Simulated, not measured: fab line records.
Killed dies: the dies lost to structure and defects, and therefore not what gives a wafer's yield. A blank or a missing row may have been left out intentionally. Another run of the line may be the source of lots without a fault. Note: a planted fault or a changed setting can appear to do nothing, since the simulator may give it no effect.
Matching of chambers    flow nand_harc    4 sister chambers for NHARC_A_BLC_STRIP_29 on rie_diel-09
The step strips in CF4. 24 wafers are shown with their chamber, then 12 later ones without.

WAFERS WITH THEIR CHAMBER
wafer   chamber  drypump_motor_current_A (A)  rf_vpp_V (V)  oes_product_au (a.u.)
L075.1  3        6.0                          59.9          1.014
L075.2  1        6.1                          58.6          1.011
L075.5  0        5.4                          61.5          0.997
L078.1  1        6.0                          59.0          1.010
L078.2  2        5.1                          58.7          1.016
L078.5  2        5.1                          59.8          1.002
L078.3  0        5.4                          61.4          1.006
L078.4  3        6.0                          60.4          1.021
L078.6  1        6.0                          59.0          1.018
L076.1  3        6.0                          59.4          1.009
L076.4  1        6.1                          59.7          1.020
L076.6  3        6.1                          58.9          1.003
L081.1  0        5.4                          59.6          1.009
L081.3  3        6.0                          59.8          1.014
L081.5  1        6.0                          59.3          1.017
L083.1  0        5.4                          60.2          1.013
L083.4  2        5.1                          58.8          1.001
L083.6  0        5.4                          60.8          0.999
L083.2  3        6.0                          59.7          0.998
L083.3  1        6.1                          58.9          1.016
L083.5  1        6.0                          57.6          1.006
L086.1  3        6.0                          59.1          1.003
L086.3  2        5.1                          59.7          1.011
L086.6  1        6.0                          58.8          1.007

SIGNATURES (averages over the wafers above)
reading                  chamber 0  chamber 1  chamber 2  chamber 3  scatter within a chamber
drypump_motor_current_A  5.400      6.037      5.100      6.014      0.037
rf_vpp_V                 60.700     58.862     59.250     59.600     0.623
oes_product_au           1.00480    1.01313    1.00750    1.00886    0.00679
Rule: for a wafer and a chamber, the distance is found by dividing, reading by reading, the gap between the wafer's reading and the chamber's mean by the reading's scatter, squaring, summing and taking the root. The wafer belongs to the nearest chamber; if the next one is less than 2 further off, it can't be placed. The scatter: take each reading less its chamber's mean, square it, sum over the shown wafers, divide by the number of wafers less the number of chambers, and take the root.

WAFERS WITH NO CHAMBER GIVEN
wafer   drypump_motor_current_A (A)  rf_vpp_V (V)  oes_product_au (a.u.)
L087.2  6.0                          59.6          1.007
L087.3  6.1                          58.9          1.007
L087.5  5.4                          59.6          1.004
L089.2  6.1                          59.3          1.008
L089.3  5.1                          59.4          0.995
L089.4  6.0                          59.6          0.992
L095.3  5.4                          60.0          0.999
L095.4  6.0                          58.8          1.009
L095.5  5.1                          59.7          1.012
L096.1  5.1                          60.2          1.009
L096.3  6.0                          59.8          1.007
L096.5  5.4                          59.8          0.999

THE CHAMBER EACH PASSED THROUGH
wafer   from the rows above      in truth
L087.2  can't be placed: 3 or 1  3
L087.3  can't be placed: 1 or 3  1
L087.5  0                        0
L089.2  can't be placed: 1 or 3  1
L089.3  2                        2
L089.4  can't be placed: 3 or 1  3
L095.3  0                        0
L095.4  can't be placed: 1 or 3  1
L095.5  2                        2
L096.1  2                        2
L096.3  can't be placed: 3 or 1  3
L096.5  0                        0
6 of 12 placed correctly. Not placeable from these rows: 6 (in 6, the candidates include the true chamber). Placed wrongly: 0.
